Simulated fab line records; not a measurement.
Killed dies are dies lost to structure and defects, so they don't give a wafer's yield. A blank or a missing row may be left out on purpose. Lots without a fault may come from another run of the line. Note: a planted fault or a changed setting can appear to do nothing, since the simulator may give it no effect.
fab line records	flow n5-finfet	part 1 of 2: steps 1 to 4 of 6
[record] lots = 24	wafers = 72	last-day = 18
route steps=1938 shown BEOL_M0@736 BEOL_M1@752
lots untouched by any fault: they come from a run of this same line in which no faults occurred
start-h: hours from the record's opening day to when the first of the lot's shown wafers began	wait-h: hours since the lot's step before	" the same as in the row above	L1.1+2: one row covering several wafers at once	- no value, or no start given	* or withheld: withheld	< > ~ a bound
route shown NAME@n: a module of which the file shows steps, and the number in the route of the first	usual: mean and standard deviation over wafers with no fault	same: alike in all rows	chamber/n: place in a boat	sites: each site's reading	_std_site: standard deviation of those values	_edge_site: outer sites' mean less inner sites'	radius-mm: for every site, how far away it sits from the centre of the wafer	mask NAME#n: copy n	behind: the last tool/chamber to shape the wafer	hold: why the lot went on hold/how many hours it stayed there/how the hold came to an end	device: whichever transistor did not switch (one of n, p or np)	end of line: tests of these same wafers at the route's end	a step without rows: its recipe alone	killed: dies that structure and defects cost at the first sort, which is not the same as the wafer's yield	map: the dies of a wafer, with x for killed, . for not killed, _ for no die there
set.NAME: setting as actually run; set.NAME@STEP: the setting as run at that earlier step	model.NAME: the simulator's own value behind a step, which no gauge read
the route's steps for a sample of lots (tables are steps, rows are wafers)
services: a tool's chamber out of use, with start hour (start-h, from the record's first day; less than 0 if before it), hours out, and reason
[[steps]]
[step N5_BEOL_M0_SPUTTER_132]
[recipe] material = Cu	target-thk-a = 40	temp-c = -20	chamber-pressure-pa = 0.07	power-w = withheld	time-s = 7.37
[usual] chamber-pressure-pa = 0.07002/0.00012	chuck-gas-flow-sccm = 1.27/0.055	throttle-valve-pct = 29.8/0.95
lot.wafer	tool	chamber	start-h	wait-h	chamber-pressure-pa	chuck-gas-flow-sccm	throttle-valve-pct
L074.1	pvd-sputter-03	-	118.25	0.0	0.07007	1.18	30.1
L074.2	"	-	"	"	0.07	1.23	28.8
L074.6	"	-	"	"	0.06993	1.27	31.4
L075.1	pvd-sputter-02	-	125.73	0.0	0.07013	1.17	30.5
L075.4	"	-	"	"	0.07021	1.34	30.1
L075.5	"	-	"	"	0.07008	1.25	30.6
L076.1	pvd-sputter-01	-	128.30	0.0	0.07007	1.27	30.4
L076.2	"	-	"	"	0.06998	1.28	29.1
L076.4	"	-	"	"	0.07	1.24	30.0
L078.3	pvd-sputter-03	-	137.98	0.0	0.06988	1.25	31.0
L078.5	"	-	"	"	0.07023	1.27	31.4
L078.6	"	-	"	"	0.07011	1.20	29.8
L077.2	pvd-sputter-03	-	138.50	0.0	0.07002	1.34	31.0
L077.5	"	-	"	"	0.06985	1.18	29.7
L077.6	"	-	"	"	0.07013	1.20	31.4
L079.2	pvd-sputter-01	-	147.91	0.0	0.07018	1.30	29.1
L079.4	"	-	"	"	0.06979	1.23	30.3
L079.5	"	-	"	"	0.06983	1.30	30.5
L080.3	pvd-sputter-02	-	162.90	0.0	0.07002	1.37	27.6
L080.5	"	-	"	"	0.07011	1.25	30.8
L080.6	"	-	"	"	0.0701	1.29	29.9
L081.1	pvd-sputter-02	-	165.46	0.0	0.0699	1.34	30.1
L081.3	"	-	"	"	0.0699	1.32	30.5
L081.5	"	-	"	"	0.07001	1.29	29.6
L082.1	pvd-sputter-02	-	168.37	0.0	0.07019	1.29	29.8
L082.4	"	-	"	"	0.06993	1.30	30.6
L082.5	"	-	"	"	0.07013	1.28	29.9
L084.2	pvd-sputter-03	-	173.45	0.0	0.07005	1.25	30.9
L084.3	"	-	"	"	0.06998	1.24	29.6
L084.6	"	-	"	"	0.06988	1.32	31.5
L083.2	pvd-sputter-03	-	173.89	0.0	0.06988	1.30	28.7
L083.5	"	-	"	"	0.06967	1.30	29.1
L083.6	"	-	"	"	0.06991	1.32	30.7
L085.1	pvd-sputter-01	-	183.42	0.0	0.07006	1.32	29.9
L085.5	"	-	"	"	0.07027	1.28	30.4
L085.6	"	-	"	"	0.07008	1.23	29.2
L086.1	pvd-sputter-01	-	189.29	0.0	0.07004	1.24	28.9
L086.2	"	-	"	"	0.0702	1.23	29.8
L086.3	"	-	"	"	0.06999	1.28	28.8
L087.1	pvd-sputter-02	-	194.17	0.0	0.07006	1.34	29.8
L087.3	"	-	"	"	0.07009	1.34	29.9
L087.5	"	-	"	"	0.07022	1.22	29.8
L088.2	pvd-sputter-01	-	211.00	0.0	0.06991	1.40	28.5
L088.3	"	-	"	"	0.06987	1.32	28.9
L088.5	"	-	"	"	0.07011	1.19	28.6
L089.1	pvd-sputter-01	-	211.70	0.0	0.06989	1.32	29.3
L089.2	"	-	"	"	0.07003	1.23	30.5
L089.5	"	-	"	"	0.07013	1.23	30.1
L090.3	pvd-sputter-02	-	212.76	0.0	0.06998	1.39	27.7
L090.5	"	-	"	"	0.06998	1.15	30.5
L090.6	"	-	"	"	0.06983	1.25	27.7
L091.2	pvd-sputter-01	-	216.37	0.0	0.06988	1.35	30.2
L091.4	"	-	"	"	0.07004	1.36	30.0
L091.5	"	-	"	"	0.0702	1.24	30.0
L092.2	pvd-sputter-01	-	223.16	0.0	0.06991	1.30	29.4
L092.3	"	-	"	"	0.06995	1.27	28.8
L092.5	"	-	"	"	0.06992	1.21	28.4
L093.1	pvd-sputter-01	-	237.33	0.0	0.07002	1.26	28.9
L093.3	"	-	"	"	0.06998	1.19	29.9
L093.6	"	-	"	"	0.06979	1.32	29.0
L095.3	pvd-sputter-01	-	247.84	0.0	0.07003	1.31	30.2
L095.4	"	-	"	"	0.07021	1.28	29.2
L095.5	"	-	"	"	0.07017	1.28	30.3
L094.2	pvd-sputter-03	-	248.11	0.0	0.07024	1.26	29.8
L094.3	"	-	"	"	0.06976	1.27	31.8
L094.5	"	-	"	"	0.07	1.24	29.8
L096.3	pvd-sputter-03	-	262.81	0.0	0.07003	1.26	31.1
L096.4	"	-	"	"	0.06998	1.28	30.3
L096.5	"	-	"	"	0.06996	1.17	28.8
L097.1	pvd-sputter-01	-	265.05	0.0	0.06998	1.17	28.7
L097.2	"	-	"	"	0.06992	1.23	28.6
L097.3	"	-	"	"	0.07012	1.13	30.3
[step N5_BEOL_M1_THK_MEAS_01]
[recipe] reads = SiOC_of_BEOL_M1_ILD_DEP_00
[usual] M1_ILD_THK = 78.8/0.9
lot.wafer	tool	chamber	start-h	wait-h	M1_ILD_THK[nm]
L074.1	film-metro-01	-	119.70	0.0	78.1
L074.2	"	-	"	"	79.5
L074.6	"	-	"	"	79.1
L075.1	film-metro-01	-	127.16	0.0	78.0
L075.4	"	-	"	"	77.9
L075.5	"	-	"	"	79.2
L076.1	film-metro-01	-	129.73	0.0	78.8
L076.2	"	-	"	"	78.1
L076.4	"	-	"	"	78.5
L078.3	film-metro-02	-	139.40	0.1	78.4
L078.5	"	-	"	"	79.2
L078.6	"	-	"	"	80.0
L077.2	film-metro-02	-	140.05	0.1	77.2
L077.5	"	-	"	"	78.0
L077.6	"	-	"	"	78.7
L079.2	film-metro-02	-	149.69	0.1	77.5
L079.4	"	-	"	"	79.3
L079.5	"	-	"	"	79.5
L080.3	film-metro-02	-	164.32	0.1	76.6
L080.5	"	-	"	"	78.9
L080.6	"	-	"	"	78.5
L081.1	film-metro-01	-	167.16	0.0	77.9
L081.3	"	-	"	"	78.2
L081.5	"	-	"	"	80.0
L082.1	film-metro-01	-	169.79	0.0	79.0
L082.4	"	-	"	"	79.7
L082.5	"	-	"	"	79.9
L084.2	film-metro-02	-	174.87	0.1	79.6
L084.3	"	-	"	"	77.5
L084.6	"	-	"	"	78.9
L083.2	film-metro-02	-	175.38	0.1	78.4
L083.5	"	-	"	"	79.9
L083.6	"	-	"	"	78.6
L085.1	film-metro-01	-	185.18	0.0	78.7
L085.5	"	-	"	"	78.7
L085.6	"	-	"	"	80.5
L086.1	film-metro-01	-	190.91	0.0	79.5
L086.2	"	-	"	"	78.5
L086.3	"	-	"	"	79.0
L087.1	film-metro-01	-	195.59	0.0	78.1
L087.3	"	-	"	"	79.5
L087.5	"	-	"	"	80.7
L088.2	film-metro-02	-	212.45	0.1	78.5
L088.3	"	-	"	"	77.8
L088.5	"	-	"	"	79.7
L089.1	film-metro-01	-	213.37	0.1	79.1
L089.2	"	-	"	"	78.7
L089.5	"	-	"	"	78.3
L090.3	film-metro-02	-	214.24	0.1	79.2
L090.5	"	-	"	"	79.2
L090.6	"	-	"	"	80.6
L091.2	film-metro-02	-	218.34	0.1	77.1
L091.4	"	-	"	"	78.4
L091.5	"	-	"	"	78.4
L092.2	film-metro-01	-	224.58	0.1	78.6
L092.3	"	-	"	"	78.2
L092.5	"	-	"	"	79.1
L093.1	film-metro-02	-	240.00	0.0	79.2
L093.3	"	-	"	"	78.7
L093.6	"	-	"	"	78.9
L095.3	film-metro-01	-	249.58	0.1	77.5
L095.4	"	-	"	"	79.4
L095.5	"	-	"	"	79.4
L094.2	film-metro-01	-	249.84	0.1	78.1
L094.3	"	-	"	"	78.1
L094.5	"	-	"	"	78.6
L096.3	film-metro-01	-	264.25	0.1	78.0
L096.4	"	-	"	"	78.7
L096.5	"	-	"	"	80.6
L097.1	film-metro-01	-	266.60	0.0	77.8
L097.2	"	-	"	"	77.2
L097.3	"	-	"	"	78.2
[step N5_BEOL_M1_DESCUM_16]
[recipe] chemistry = O2	time-s = 7	source-power-w = 50	bias-power-w = 20	pressure-mtorr = 20	rf-frequency-hz = 2.712e+07	temp-c = 40	resist = CAR-EUV	o2-flow-sccm = 225
[usual] drypump-motor-current-A = 5.6/0.44	oes-product-au = 0.81/0.085	rf-vpp-V = 243.5/1.5	showerhead-plenum-p-Torr = 2.12/0.084	throttle-valve-pct = 20.45/0.23
lot.wafer	tool	chamber	start-h	wait-h	drypump-motor-current-A	oes-product-au	rf-hours-counter-h	rf-vpp-V	showerhead-plenum-p-Torr	throttle-valve-pct
L074.1	rie-diel-03	2	121.62	0.0	5.4	0.84	67	245.9	2.22	20.71
L074.2	"	3	"	"	4.7	0.88	32	241.9	2.04	20.57
L074.6	"	1	"	"	5.9	0.91	-	244.5	2.14	20.31
L075.1	rie-diel-01	3	129.10	0.0	5.4	0.90	29	244.3	2.13	20.33
L075.4	"	0	"	"	5.1	0.90	31	245.1	2.23	20.46
L075.5	"	1	"	"	6.0	0.90	-	246.0	2.24	19.98
L076.1	rie-diel-04	2	133.19	0.0	5.8	0.69	214	243.8	2.16	20.69
L076.2	"	1	"	"	5.7	0.85	56	242.1	2.04	20.12
L076.4	"	3	"	"	6.5	0.71	201	241.4	1.99	20.51
L078.3	rie-diel-03	1	140.32	0.0	5.9	0.90	28	243.9	2.14	20.35
L078.5	"	3	"	"	4.8	0.88	-	241.4	2.04	20.58
L078.6	"	0	"	"	5.2	0.70	-	241.0	1.98	20.66
L077.2	rie-diel-04	3	141.09	0.0	6.5	0.72	203	241.4	1.99	20.51
L077.5	"	1	"	"	5.7	0.85	-	241.8	2.04	20.12
L077.6	"	0	"	"	5.8	0.69	-	242.9	2.14	20.54
L079.2	rie-diel-03	0	151.65	0.0	5.2	0.70	226	241.9	1.98	20.68
L079.4	"	3	"	"	4.7	0.87	-	242.4	2.04	20.59
L079.5	"	1	"	"	6.0	0.89	-	245.2	2.14	20.32
L080.3	rie-diel-03	3	165.40	0.0	4.8	0.86	46	241.5	2.04	20.58
L080.5	"	1	"	"	5.9	0.88	-	244.0	2.13	20.34
L080.6	"	2	"	"	5.4	0.84	-	245.4	2.21	20.74
L081.1	rie-diel-01	3	167.94	0.0	5.4	0.88	42	243.4	2.13	20.36
L081.3	"	1	"	"	5.9	0.87	27	245.6	2.23	19.97
L081.5	"	1	"	"	6.0	0.88	-	245.7	2.23	19.98
L082.1	rie-diel-04	1	172.07	0.2	5.7	0.85	67	242.6	2.04	20.14
L082.4	"	3	"	"	6.5	0.71	211	241.6	1.99	20.50
L082.5	"	2	"	"	5.7	0.69	-	244.4	2.16	20.69
L084.2	rie-diel-01	3	175.53	0.1	5.4	0.89	43	244.7	2.13	20.37
L084.3	"	1	"	"	6.0	0.88	29	244.7	2.23	19.98
L084.6	"	0	"	"	5.1	0.87	-	246.4	2.23	20.46
L083.2	rie-diel-01	2	178.03	0.0	5.5	0.69	244	241.5	2.06	20.57
L083.5	"	2	"	"	5.5	0.68	-	242.8	2.06	20.56
L083.6	"	1	"	"	6.0	0.87	-	246.1	2.23	19.97
L085.1	rie-diel-01	3	186.17	0.0	5.4	0.87	46	244.1	2.13	20.37
L085.5	"	0	"	"	5.1	0.87	-	244.1	2.23	20.46
L085.6	"	3	"	"	5.4	0.87	-	243.9	2.13	20.36
L086.1	rie-diel-03	1	191.96	0.0	5.9	0.86	45	243.2	2.13	20.37
L086.2	"	2	"	"	5.4	0.82	85	244.5	2.21	20.74
L086.3	"	0	"	"	5.2	0.70	239	241.0	1.98	20.69
L087.1	rie-diel-01	0	198.92	0.5	5.1	0.87	50	245.0	2.23	20.47
L087.3	"	3	"	"	5.4	0.88	50	243.2	2.13	20.37
L087.5	"	2	"	"	5.6	0.68	-	243.8	2.06	20.58
L088.2	rie-diel-04	1	214.83	0.0	5.7	0.83	85	242.9	2.03	20.16
L088.3	"	0	"	"	5.8	0.68	257	244.4	2.13	20.57
L088.5	"	2	"	"	5.8	0.69	-	243.5	2.15	20.73
L089.1	rie-diel-04	2	215.23	0.0	5.8	0.68	242	243.1	2.15	20.74
L089.2	"	1	"	"	5.7	0.82	85	242.6	2.03	20.15
L089.5	"	2	"	"	5.7	0.68	-	245.1	2.15	20.73
L090.3	rie-diel-03	3	215.51	0.0	4.7	0.85	63	242.7	2.03	20.63
L090.5	"	1	"	"	5.9	0.85	-	243.0	2.13	20.37
L090.6	"	2	"	"	5.4	0.82	-	245.4	2.21	20.74
L091.2	rie-diel-03	3	219.80	0.2	4.8	0.83	65	242.5	2.03	20.63
L091.4	"	1	"	"	5.9	0.85	-	242.3	2.13	20.36
L091.5	"	2	"	"	5.4	0.81	-	244.3	2.21	20.76
L092.2	rie-diel-01	1	226.23	0.4	6.0	0.84	46	246.1	2.23	20.02
L092.3	"	2	"	"	5.6	0.98	1	241.4	2.06	20.18
L092.5	"	3	"	"	5.4	0.85	-	243.7	2.12	20.37
L093.1	rie-diel-04	2	242.99	0.0	5.8	0.67	246	245.3	2.15	20.75
L093.3	"	3	"	"	6.5	0.71	217	242.9	1.99	20.53
L093.6	"	2	"	"	5.8	0.68	-	244.4	2.15	20.74
L095.3	rie-diel-03	3	252.43	0.8	4.7	0.82	79	241.2	2.03	20.64
L095.4	"	1	"	"	5.9	0.83	67	244.2	2.12	20.38
L095.5	"	3	"	"	4.7	0.82	-	241.8	2.03	20.66
L094.2	rie-diel-01	1	252.62	0.9	6.0	0.83	57	244.9	2.22	20.03
L094.3	"	3	"	"	5.4	0.84	71	243.0	2.12	20.40
L094.5	"	3	"	"	5.4	0.85	-	243.3	2.12	20.41
L096.3	rie-diel-03	0	265.00	0.0	5.2	0.92	8	244.6	2.23	20.35
L096.4	"	1	"	"	5.9	0.83	71	244.7	2.12	20.39
L096.5	"	1	"	"	5.9	0.83	-	244.2	2.12	20.39
L097.1	rie-diel-04	1	267.88	0.0	5.7	0.81	97	242.3	2.03	20.19
L097.2	"	3	"	"	6.5	0.69	230	243.3	1.98	20.55
L097.3	"	0	"	"	5.8	0.95	5	243.9	2.13	20.21
[step N5_BEOL_M1_ETCH_74]
[recipe] chemistry = N2/H2	target = underlayer	target-depth-a = 65	mask-material = CAR-EUV	time-s = 5.2	ion-energy-ev = 200	pressure-mtorr = 30	source-w = 840	bias-w = 150	n2-flow-sccm = 200	h2-flow-sccm = 200	ends = cleared
[usual] drypump-motor-current-A = 5.6/0.43	etch-rf-on-time-s = 5.15/0.079	oes-product-au = 0.69/0.071	rf-vpp-V = 525/3.1	showerhead-plenum-p-Torr = 2.57/0.099	throttle-valve-pct = 17.85/0.23
lot.wafer	tool	chamber	start-h	wait-h	drypump-motor-current-A	etch-rf-on-time-s	oes-product-au	rf-hours-counter-h	rf-vpp-V	showerhead-plenum-p-Torr	throttle-valve-pct
L074.1	rie-diel-03	2	121.66	0.0	5.4	5.11	0.72	67	528	2.68	18.09
L074.2	"	3	"	"	4.7	5.24	0.75	32	524	2.49	17.95
L074.6	"	1	"	"	6.0	5.15	0.77	-	526	2.59	17.68
L075.1	rie-diel-01	3	129.14	0.0	5.4	4.99	0.78	29	526	2.60	17.70
L075.4	"	0	"	"	5.0	5.18	0.74	31	531	2.70	17.87
L075.5	"	1	"	"	6.0	5.18	0.76	-	529	2.71	17.30
L076.1	rie-diel-04	2	133.23	0.0	5.8	5.13	0.61	214	527	2.61	18.02
L076.2	"	1	"	"	5.7	5.15	0.73	56	520	2.48	17.56
L076.4	"	3	"	"	6.5	5.11	0.61	201	518	2.42	17.89
L078.3	rie-diel-03	1	140.35	0.0	6.0	5.20	0.76	28	526	2.58	17.64
L078.5	"	3	"	"	4.7	5.21	0.75	-	522	2.49	17.93
L078.6	"	0	"	"	5.2	5.11	0.60	-	520	2.41	18.05
L077.2	rie-diel-04	3	141.13	0.0	6.5	5.20	0.61	203	521	2.41	17.88
L077.5	"	1	"	"	5.7	5.15	0.72	-	521	2.48	17.56
L077.6	"	0	"	"	5.8	5.14	0.59	-	528	2.61	17.99
L079.2	rie-diel-03	0	151.68	0.0	5.2	5.00	0.61	226	520	2.41	18.08
L079.4	"	3	"	"	4.7	5.18	0.74	-	523	2.49	17.96
L079.5	"	1	"	"	5.9	5.13	0.75	-	528	2.58	17.69
L080.3	rie-diel-03	3	165.44	0.0	4.8	5.19	0.74	46	524	2.48	17.96
L080.5	"	1	"	"	5.9	5.19	0.73	-	526	2.58	17.68
L080.6	"	2	"	"	5.4	5.04	0.72	-	527	2.68	18.11
L081.1	rie-diel-01	3	167.97	0.0	5.4	4.99	0.76	42	529	2.59	17.73
L081.3	"	1	"	"	5.9	5.17	0.76	27	527	2.70	17.32
L081.5	"	1	"	"	6.0	5.21	0.74	-	527	2.70	17.35
L082.1	rie-diel-04	1	172.10	0.0	5.7	5.24	0.72	67	521	2.47	17.57
L082.4	"	3	"	"	6.5	5.20	0.61	211	523	2.41	17.92
L082.5	"	2	"	"	5.7	5.25	0.59	-	527	2.61	18.02
L084.2	rie-diel-01	3	175.56	0.0	5.4	4.92	0.76	43	527	2.59	17.73
L084.3	"	1	"	"	6.0	5.15	0.75	29	529	2.70	17.34
L084.6	"	0	"	"	5.0	5.14	0.75	-	529	2.70	17.89
L083.2	rie-diel-01	2	178.07	0.0	5.5	5.20	0.59	244	524	2.51	18.09
L083.5	"	2	"	"	5.5	5.15	0.59	-	524	2.51	18.06
L083.6	"	1	"	"	6.0	5.20	0.74	-	528	2.70	17.36
L085.1	rie-diel-01	3	186.21	0.0	5.4	5.04	0.75	46	524	2.59	17.74
L085.5	"	0	"	"	5.1	5.22	0.74	-	527	2.70	17.90
L085.6	"	3	"	"	5.4	4.96	0.75	-	522	2.59	17.75
L086.1	rie-diel-03	1	192.00	0.0	5.9	5.25	0.72	45	525	2.58	17.71
L086.2	"	2	"	"	5.4	5.18	0.71	85	528	2.68	18.11
L086.3	"	0	"	"	5.3	5.16	0.59	239	520	2.41	18.08
L087.1	rie-diel-01	0	198.96	0.0	5.1	5.14	0.72	50	529	2.70	17.95
L087.3	"	3	"	"	5.4	4.96	0.75	50	525	2.59	17.72
L087.5	"	2	"	"	5.6	5.19	0.59	-	526	2.51	18.11
L088.2	rie-diel-04	1	214.87	0.0	5.7	5.26	0.68	85	522	2.47	17.60
L088.3	"	0	"	"	5.8	5.20	0.57	257	525	2.60	18.05
L088.5	"	2	"	"	5.8	5.19	0.58	-	526	2.60	18.05
L089.1	rie-diel-04	2	215.27	0.0	5.7	5.19	0.59	242	527	2.60	18.06
L089.2	"	1	"	"	5.7	5.18	0.70	85	522	2.47	17.61
L089.5	"	2	"	"	5.7	5.16	0.59	-	526	2.60	18.08
L090.3	rie-diel-03	3	215.55	0.0	4.7	5.24	0.71	63	523	2.48	18.00
L090.5	"	1	"	"	6.0	5.21	0.73	-	523	2.57	17.70
L090.6	"	2	"	"	5.4	5.07	0.70	-	527	2.67	18.12
L091.2	rie-diel-03	3	219.83	0.0	4.7	5.22	0.71	65	520	2.47	17.98
L091.4	"	1	"	"	5.9	5.25	0.73	-	524	2.57	17.71
L091.5	"	2	"	"	5.4	5.16	0.70	-	528	2.67	18.11
L092.2	rie-diel-01	1	226.26	0.0	6.0	5.19	0.72	46	530	2.69	17.38
L092.3	"	2	"	"	5.5	5.17	0.83	1	524	2.51	17.65
L092.5	"	3	"	"	5.4	5.03	0.74	-	524	2.58	17.77
L093.1	rie-diel-04	2	243.03	0.0	5.8	5.21	0.58	246	525	2.60	18.07
L093.3	"	3	"	"	6.4	5.19	0.61	217	521	2.41	17.92
L093.6	"	2	"	"	5.8	5.18	0.58	-	525	2.60	18.04
L095.3	rie-diel-03	3	252.46	0.0	4.8	5.15	0.70	79	522	2.47	18.03
L095.4	"	1	"	"	5.9	5.14	0.73	67	524	2.57	17.73
L095.5	"	3	"	"	4.7	5.22	0.69	-	522	2.47	18.04
L094.2	rie-diel-01	1	252.65	0.0	6.0	5.10	0.72	57	529	2.69	17.39
L094.3	"	3	"	"	5.4	4.92	0.73	71	525	2.58	17.80
L094.5	"	3	"	"	5.4	4.92	0.73	-	525	2.58	17.79
L096.3	rie-diel-03	0	265.04	0.0	5.2	4.95	0.80	8	529	2.72	17.69
L096.4	"	1	"	"	5.9	5.20	0.71	71	526	2.56	17.76
L096.5	"	1	"	"	5.9	5.18	0.70	-	523	2.57	17.75
L097.1	rie-diel-04	1	267.92	0.0	5.7	5.27	0.68	97	521	2.46	17.65
L097.2	"	3	"	"	6.5	5.21	0.60	230	520	2.40	17.93
L097.3	"	0	"	"	5.8	5.20	0.81	5	526	2.60	17.61
